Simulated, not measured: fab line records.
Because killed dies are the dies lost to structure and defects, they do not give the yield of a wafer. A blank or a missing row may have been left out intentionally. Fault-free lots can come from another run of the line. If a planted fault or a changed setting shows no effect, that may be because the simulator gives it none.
fab line records	flow nand_harc
record lots=6	wafers=18	last_day=33
route steps=1302 shown A_SGD_CUT@901
lots untouched by any fault: they come from a run of this same line in which no faults occurred
start_h: hours from the record's opening day to when the first of the lot's shown wafers began	wait_h: hours since the lot's step before	" identical to the entry in the row above	L1.1+2: one row covering several wafers at once	- no value present, or no start provided	* or withheld: withheld	< > ~ a bound
route shown NAME@n: NAME is a module with steps in the file, n the number in the route of the first one	usual: mean/standard deviation taken from wafers without a fault	same: alike in all rows	chamber/n: place in a boat	sites: each site's reading	_std_site: standard deviation across them	_edge_site: the outer-site mean with the inner-site mean subtracted	radius_mm: how far each site lies from the wafer's centre	mask NAME#n: copy n	behind: tool/chamber where the wafer was last shaped	hold: cause of the lot's hold/its duration in hours/its outcome	device: transistor that didn't switch, given as n, p or np	end of line: the same wafers' tests at the end of the route	a step without rows: its recipe alone	killed: not the wafer's yield, but the dies lost to structure and defects at the first sort	map: the dies of a wafer, with x for killed, . for not killed, _ for no die there
set.NAME: the run value of the setting; set.NAME@STEP: its run value at that earlier step	model.NAME: the simulator's own value behind a step, which no gauge read
a table for each step, a row for each wafer; lots at some steps of the route
services: when a tool's chamber went out of use (start_h, in hours from the record's first day, below 0 if earlier), for how many hours, and the reason
## steps
# step NHARC_A_SGD_CUT_CD_MEAS_09
# recipe target_cd_nm=100	landing_energy_ev=500
# usual cd_nm=99.9/0.68
lot.wafer	tool	chamber	start_h	wait_h	cd_nm
L572.1	cd_sem-02	0	440.52	-	99.9
L572.3	"	0	"	"	101.0
L572.5	"	0	"	"	99.1
L579.2	cd_sem-03	0	515.50	-	101.2
L579.3	"	0	"	"	99.6
L579.6	"	0	"	"	100.3
L585.2	cd_sem-02	0	575.46	-	99.1
L585.5	"	0	"	"	100.0
L585.6	"	0	"	"	100.1
L589.3	cd_sem-01	0	613.13	-	99.8
L589.5	"	0	"	"	99.0
L589.6	"	0	"	"	99.0
L590.1	cd_sem-02	0	622.88	-	99.6
L590.3	"	0	"	"	99.9
L590.5	"	0	"	"	98.9
L592.1	cd_sem-02	0	658.03	-	99.6
L592.2	"	0	"	"	99.7
L592.6	"	0	"	"	100.2
# step NHARC_A_SGD_CUT_OVL_MEAS_10
# usual overlay_x_nm=0.3/0.93	overlay_y_nm=0.0/0.84
lot.wafer	tool	chamber	start_h	wait_h	overlay_x_nm	overlay_y_nm
L572.1	overlay-01	-	440.61	-	-0.7	0.4
L572.3	"	-	"	"	-0.4	0.4
L572.5	"	-	"	"	-1.0	0.3
L579.2	overlay-01	-	515.58	-	0.0	0.8
L579.3	"	-	"	"	-0.4	0.7
L579.6	"	-	"	"	-0.5	0.4
L585.2	overlay-01	-	575.56	-	0.5	0.4
L585.5	"	-	"	"	0.6	0.4
L585.6	"	-	"	"	0.6	0.2
L589.3	overlay-02	-	613.21	-	-1.2	-0.3
L589.5	"	-	"	"	-0.8	0.3
L589.6	"	-	"	"	-0.6	0.1
L590.1	overlay-01	-	622.97	-	0.7	1.7
L590.3	"	-	"	"	0.7	1.8
L590.5	"	-	"	"	0.1	1.5
L592.1	overlay-01	-	658.12	-	0.3	1.0
L592.2	"	-	"	"	1.1	1.2
L592.6	"	-	"	"	0.8	1.3
# step NHARC_A_SGD_CUT_INSPECT_11
# usual raw_defect_count=55/29
lot.wafer	tool	chamber	start_h	wait_h	raw_defect_count
L572.1	defect_inspect-01	-	440.65	0.0	13
L572.3	"	-	"	"	13
L572.5	"	-	"	"	12
L579.2	defect_inspect-01	-	515.62	0.0	68
L579.3	"	-	"	"	66
L579.6	"	-	"	"	81
L585.2	defect_inspect-01	-	575.60	0.0	90
L585.5	"	-	"	"	100
L585.6	"	-	"	"	85
L589.3	defect_inspect-01	-	613.25	0.0	56
L589.5	"	-	"	"	79
L589.6	"	-	"	"	69
L590.1	defect_inspect-02	-	623.01	0.0	60
L590.3	"	-	"	"	61
L590.5	"	-	"	"	60
L592.1	defect_inspect-01	-	658.16	0.0	67
L592.2	"	-	"	"	80
L592.6	"	-	"	"	71
# step NHARC_A_SGD_CUT_DESCUM_14
# recipe time_s=3	o2_flow_sccm=200	ar_flow_sccm=0	bias_power_w=0	chemistry=O2
# usual drypump_motor_current_A=5.7/0.31	oes_product_au=0.999/0.014	rf_vpp_V=57.9/0.86	showerhead_plenum_p_Torr=1.93/0.076	throttle_valve_pct=11.311/0.0095
lot.wafer	tool	chamber	start_h	wait_h	drypump_motor_current_A	oes_product_au	rf_hours_counter_h	rf_vpp_V	showerhead_plenum_p_Torr	throttle_valve_pct
L572.1	rie_diel-08	1	440.72	0.1	5.7	1.010	3.4	58.3	1.84	11.300
L572.3	"	2	"	"	5.8	1.009	4.0	59.8	2.06	11.307
L572.5	"	0	"	"	5.5	1.006	-	58.0	1.87	11.317
L579.2	rie_diel-11	3	515.70	0.1	6.2	1.024	4.5	58.4	1.95	11.310
L579.3	"	0	"	"	5.4	0.993	5.3	58.8	1.85	11.307
L579.6	"	2	"	"	5.4	1.007	-	56.6	2.02	11.322
L585.2	rie_diel-01	2	575.67	0.1	5.6	0.973	0.4	57.2	1.90	11.298
L585.6	"	1	"	"	5.4	1.006	-	56.8	1.95	11.317
L585.5	"	2	"	"	5.6	0.979	-	58.5	1.90	11.304
L589.3	rie_diel-01	0	613.34	0.1	6.1	0.982	1.9	58.5	1.89	11.306
L589.5	"	1	"	"	5.3	1.014	-	57.7	1.95	11.301
L589.6	"	2	"	"	5.6	0.997	-	56.8	1.89	11.313
L590.1	rie_diel-08	1	623.07	0.1	5.6	0.990	3.8	57.6	1.84	11.320
L590.3	"	0	"	"	5.5	1.018	3.7	58.8	1.87	11.329
L590.5	"	1	"	"	5.6	0.984	-	57.6	1.84	11.304
L592.2	rie_diel-01	3	658.22	0.1	6.0	0.992	3.6	58.2	2.04	11.300
L592.1	"	2	"	"	5.6	0.965	4.0	57.1	1.89	11.316
L592.6	"	3	"	"	6.0	0.988	-	58.8	2.04	11.308
# step NHARC_A_SGD_CUT_ETCH_58
# recipe target_depth_a=390	over_etch_frac=0.3	time_s=65	ion_energy_ev=80	cf4_flow_sccm=150	ar_flow_sccm=0	rf_w=300	bias_w=100	chemistry=CF4
# usual drypump_motor_current_A=5.71/0.3	oes_product_au=1.001/0.014	rf_vpp_V=151.4/1.2	showerhead_plenum_p_Torr=1.78/0.065	throttle_valve_pct=13.284/0.0093
# same over_etch_frac=0.3
lot.wafer	tool	chamber	start_h	wait_h	drypump_motor_current_A	oes_product_au	rf_hours_counter_h	rf_vpp_V	showerhead_plenum_p_Torr	throttle_valve_pct
L572.1	rie_diel-08	1	440.80	0.1	5.66	1.007	3.4	149.8	1.70	13.288
L572.3	"	2	"	"	5.78	0.992	4.0	152.4	1.89	13.288
L572.5	"	1	"	"	5.66	0.999	-	150.9	1.70	13.291
L579.2	rie_diel-11	0	515.77	0.1	5.35	0.995	5.3	151.5	1.72	13.273
L579.3	"	2	"	"	5.34	1.014	5.6	152.3	1.86	13.302
L579.6	"	0	"	"	5.33	0.989	-	149.7	1.72	13.302
L585.2	rie_diel-01	3	575.76	0.1	6.00	1.013	0.6	152.7	1.88	13.288
L585.5	"	0	"	"	5.98	0.983	-	151.1	1.75	13.294
L585.6	"	1	"	"	5.35	1.010	-	152.1	1.80	13.284
L589.3	rie_diel-01	1	613.40	0.1	5.35	1.022	1.7	152.1	1.80	13.294
L589.6	"	0	"	"	6.00	0.987	-	152.4	1.75	13.288
L589.5	"	1	"	"	5.36	1.014	-	150.9	1.80	13.291
L590.1	rie_diel-08	1	623.15	0.1	5.64	0.991	3.8	150.0	1.70	13.278
L590.3	"	3	"	"	5.57	0.996	3.7	151.4	1.70	13.273
L590.5	"	2	"	"	5.79	0.970	-	154.1	1.89	13.272
L592.1	rie_diel-01	0	658.31	0.1	6.01	0.984	3.9	150.4	1.75	13.293
L592.2	"	2	"	"	5.57	0.978	4.0	150.3	1.75	13.266
L592.6	"	0	"	"	5.99	0.980	-	149.8	1.75	13.266
# step NHARC_A_SGD_CUT_ETCH_59
# recipe target_depth_a=2600	over_etch_frac=0.25	time_s=406.25	ion_energy_ev=200	n2_flow_sccm=150	h2_flow_sccm=150	ar_flow_sccm=0	rf_w=400	bias_w=150	chemistry=N2/H2
# step NHARC_A_SGD_CUT_ETCH_15
# recipe target_depth_a=750	time_s=64.3	ch3f_flow_sccm=50	o2_flow_sccm=30	ar_flow_sccm=200	rf_w=500	bias_w=100	chemistry=CH3F/O2
# usual drypump_motor_current_A=5.7/0.3	oes_product_au=0.965/0.02	rf_vpp_V=264.2/1.7	showerhead_plenum_p_Torr=2.48/0.096	throttle_valve_pct=20.664/0.009
lot.wafer	tool	chamber	start_h	wait_h	drypump_motor_current_A	oes_product_au	rf_hours_counter_h	rf_vpp_V	showerhead_plenum_p_Torr	throttle_valve_pct
L572.3	rie_diel-08	1	-	-	5.7	0.968	3.5	263.3	2.37	20.659
L572.1	"	3	"	"	5.6	0.981	4.1	264.4	2.36	20.672
L572.5	"	2	"	"	5.8	0.973	-	265.7	2.64	20.662
L579.2	rie_diel-11	1	-	-	6.3	0.921	5.8	263.5	2.44	20.663
L579.3	"	2	"	"	5.4	0.937	5.7	266.3	2.59	20.686
L579.6	"	0	"	"	5.3	0.911	-	263.4	2.39	20.660
L585.2	rie_diel-01	2	-	-	5.6	0.934	0.5	264.3	2.44	20.664
L585.5	"	3	"	"	6.0	0.979	-	267.1	2.61	20.678
L585.6	"	0	"	"	6.1	0.956	-	263.3	2.43	20.667
L589.3	rie_diel-01	0	-	-	6.0	0.968	2.0	263.5	2.43	20.660
L589.5	"	3	"	"	6.0	0.969	-	266.3	2.61	20.656
L589.6	"	0	"	"	6.1	0.962	-	264.7	2.43	20.664
L590.3	rie_diel-08	1	-	-	5.7	0.961	4.0	261.5	2.36	20.661
L590.1	"	0	"	"	5.5	0.987	3.9	263.2	2.40	20.657
L590.5	"	2	"	"	5.8	0.942	-	267.6	2.64	20.680
L592.1	rie_diel-01	3	-	-	6.0	0.948	3.7	265.9	2.61	20.666
L592.2	"	0	"	"	6.0	0.940	4.1	263.4	2.43	20.651
L592.6	"	3	"	"	6.0	0.960	-	266.7	2.61	20.642
# step NHARC_A_SGD_CUT_ETCH_16
# recipe target_depth_a=3105	time_s=155.2	c4f8_flow_sccm=withheld	o2_flow_sccm=8	ar_flow_sccm=withheld	rf_w=600	bias_w=800	chemistry=C4F8/O2/Ar
# usual oes_product_au=0.975/0.018	rf_vpp_V=724/3.7
lot.wafer	tool	chamber	start_h	wait_h	oes_product_au	rf_hours_counter_h	rf_vpp_V
L572.1	rie_diel-08	1	-	-	0.983	3.6	719
L572.3	"	2	"	"	0.987	4.4	729
L572.5	"	2	"	"	0.985	-	730
L579.2	rie_diel-11	0	-	-	0.937	5.6	721
L579.3	"	1	"	"	0.966	5.8	722
L579.6	"	0	"	"	0.953	-	721
L585.2	rie_diel-01	2	-	-	0.940	0.6	721
L585.6	"	0	"	"	0.970	-	721
L585.5	"	1	"	"	0.980	-	725
L589.3	rie_diel-01	2	-	-	0.943	2.1	722
L589.6	"	0	"	"	0.952	-	723
L589.5	"	1	"	"	0.977	-	726
L590.1	rie_diel-08	0	-	-	0.989	3.9	721
L590.3	"	1	"	"	0.971	4.1	720
L590.5	"	2	"	"	0.953	-	730
L592.1	rie_diel-01	3	-	-	0.980	3.8	729
L592.2	"	2	"	"	0.948	4.2	721
L592.6	"	0	"	"	0.953	-	724
# step NHARC_A_SGD_CUT_STRIP_60
# recipe c4f8_flow_sccm=withheld	o2_flow_sccm=8	ar_flow_sccm=withheld	bias_w=0	chemistry=C4F8/O2/Ar
# step NHARC_A_SGD_CUT_STRIP_17
# recipe o2_flow_sccm=500	ar_flow_sccm=0	bias_w=0	chemistry=O2
# usual drypump_motor_current_A=5.7/0.31	oes_product_au=1.001/0.015	rf_vpp_V=57.8/0.82	showerhead_plenum_p_Torr=3.55/0.13	throttle_valve_pct=17.036/0.0089
lot.wafer	tool	chamber	start_h	wait_h	drypump_motor_current_A	oes_product_au	rf_hours_counter_h	rf_vpp_V	showerhead_plenum_p_Torr	throttle_valve_pct
L572.1	rie_diel-08	2	-	-	5.8	0.990	4.4	59.0	3.78	17.036
L572.3	"	0	"	"	5.5	1.011	3.4	57.5	3.46	17.039
L572.5	"	3	"	"	5.6	0.991	-	56.7	3.39	17.026
L579.2	rie_diel-11	2	-	-	5.4	1.019	5.8	57.7	3.72	17.025
L579.3	"	3	"	"	6.2	1.030	4.8	58.6	3.58	17.043
L579.6	"	2	"	"	5.4	1.009	-	59.0	3.72	17.041
L585.2	rie_diel-01	3	-	-	6.0	1.004	0.8	60.7	3.74	17.027
L585.6	"	3	"	"	6.0	1.010	-	58.0	3.74	17.053
L585.5	"	0	"	"	6.0	0.985	-	59.9	3.49	17.034
L589.3	rie_diel-01	1	-	-	5.3	1.007	2.1	58.5	3.59	17.031
L589.5	"	1	"	"	5.4	1.017	-	56.8	3.59	17.046
L589.6	"	2	"	"	5.6	0.972	-	57.8	3.50	17.034
L590.1	rie_diel-08	3	-	-	5.6	0.990	4.0	58.1	3.39	17.041
L590.3	"	1	"	"	5.7	0.998	4.1	56.8	3.39	17.030
L590.5	"	3	"	"	5.6	0.998	-	58.3	3.39	17.030
L592.1	rie_diel-01	1	-	-	5.4	1.022	4.0	57.8	3.59	17.048
L592.2	"	2	"	"	5.6	0.969	4.3	57.4	3.50	17.032
L592.6	"	1	"	"	5.3	1.025	-	57.8	3.59	17.030
# step NHARC_A_SGD_CUT_PRECLEAN_18
# recipe time_s=*	temp_c=50	bath_age_min=0	chemistry=SC1
# step NHARC_A_SGD_CUT_SRD_19
# step NHARC_A_SGD_CUT_DEP_20
# recipe target_thk_a=1500	temp_c=65	material=SiO2
lot.wafer	tool	chamber	start_h	wait_h
L572.1+3+5	fcvd-01	1,0,1	441.83	-
L579.2+3+6	fcvd-02	0	516.79	-
L585.2+5+6	fcvd-01	1,1,0	576.78	-
L589.3+5+6	fcvd-01	1	614.54	-
L590.1+3+5	fcvd-02	0,1,1	624.21	-
L592.1+2+6	fcvd-02	1,0,1	659.33	-
# step NHARC_A_SGD_CUT_ANNEAL_27
# recipe temp_c=450	time_s=1800
# step NHARC_A_SGD_CUT_CMP_21
# recipe target_thk_nm=148.19
# usual motor_current_A=11.9/1.1	time_to_endpoint_s=50/3.8
lot.wafer	tool	chamber	start_h	wait_h	motor_current_A	time_to_endpoint_s
L572.1	cmp-01	1	446.61	0.4	11.0	53
L572.3	"	2	"	"	10.9	48
L572.5	"	1	"	"	10.8	54
L579.3	cmp-04	3	521.80	0.4	13.4	47
L579.2	"	0	"	"	14.3	57
L579.6	"	0	"	"	13.9	57
L585.2	cmp-04	2	581.06	0.4	10.6	54
L585.6	"	1	"	"	11.0	29
L585.5	"	2	"	"	10.9	30
L589.3	cmp-04	1	621.84	0.4	10.4	46
L589.5	"	2	"	"	10.6	23
L589.6	"	3	"	"	12.9	21
L590.3	cmp-01	2	629.23	0.4	10.6	48
L590.1	"	3	"	"	11.8	46
L590.5	"	1	"	"	10.5	52
L592.2	cmp-01	3	664.10	0.4	12.2	47
L592.1	"	2	"	"	10.1	52
L592.6	"	0	"	"	12.5	51
# step NHARC_A_SGD_CUT_THK_MEAS_22
# recipe thk_meas_gauge=ellipsometry
# usual thk_nm=148.0/1.5
lot.wafer	tool	chamber	start_h	wait_h	thk_nm
L572.1	film_metro-01	-	446.86	0.2	148.3
L572.3	"	-	"	"	149.2
L572.5	"	-	"	"	150.5
L579.2	film_metro-01	-	522.06	0.2	148.7
L579.3	"	-	"	"	149.3
L579.6	"	-	"	"	147.8
L585.2	film_metro-02	-	581.29	0.2	151.1
L585.5	"	-	"	"	71.8
L585.6	"	-	"	"	71.7
L589.3	film_metro-01	-	622.03	0.2	147.5
L589.5	"	-	"	"	71.1
L589.6	"	-	"	"	71.6
L590.1	film_metro-02	-	629.44	0.2	144.1
L590.3	"	-	"	"	147.8
L590.5	"	-	"	"	147.2
L592.1	film_metro-02	-	664.35	0.2	148.2
L592.2	"	-	"	"	147.8
L592.6	"	-	"	"	148.0
# step NHARC_A_SGD_CUT_SRD_23
## services
tool	chamber	start_h	hours	kind
fcvd-01	-	430.07	1.3	repair
rie_diel-11	-	432.52	9.0	pm
cmp-01	-	438.14	4.4	repair
cmp-01	-	443.98	0.2	repair
rie_diel-11	3	447.01	1.8	repair
cmp-04	-	448.23	10.1	repair
fcvd-02	-	450.00	13.0	pm
rie_diel-08	1	450.58	12.8	repair
cmp-01	-	457.95	3.6	repair
cmp-01	-	467.75	0.5	repair
fcvd-01	-	472.46	12.8	repair
cmp-04	-	472.95	1.7	repair
cmp-01	-	479.62	4.0	pm
cmp-04	-	487.63	4.1	repair
cmp-01	-	500.44	1.1	repair
rie_diel-11	3	500.99	14.3	repair
cmp-04	-	502.21	1.4	repair
cmp-04	-	503.62	4.0	pm
rie_diel-08	-	545.12	9.0	pm
rie_diel-01	-	557.93	9.0	pm
rie_diel-01	1	586.07	6.8	repair
rie_diel-11	-	609.83	9.0	pm
rie_diel-01	3	616.09	7.3	repair
rie_diel-08	2	643.10	1.5	repair
## key
first_sign step=NHARC_A_SGD_CUT_CMP_21	reading=time_to_endpoint_s	direction=down	sigmas=6.4	usual=*	struck=*
effect step=NHARC_A_SGD_CUT_THK_MEAS_22	reading=thk_nm	direction=down	sigmas=52	usual=148.0	struck=71.5
met_at NHARC_A_SGD_CUT_DEP_20
struck_wafers L585.5,L585.6,L589.5,L589.6
tester_left_out L585,L589
onset_between 441.83 576.78
fault kind=process_parameter_drift	tool=fcvd-01	chamber=-	onset_h=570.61	steps=NHARC_A_SGD_CUT_DEP_20	channel=target_thk_a	offset=*	shape=step	end_h=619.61	scope=struck_wafers_only	acts_in=*	stated=*
# tester_left_out: of these lots the tester's yield and bins aren't shown, on N5 and GAA mostly nor the transistor test; their killed dies are dies lost to structure and defects alone, not to doping, threshold or leakage, so they don't give the yield
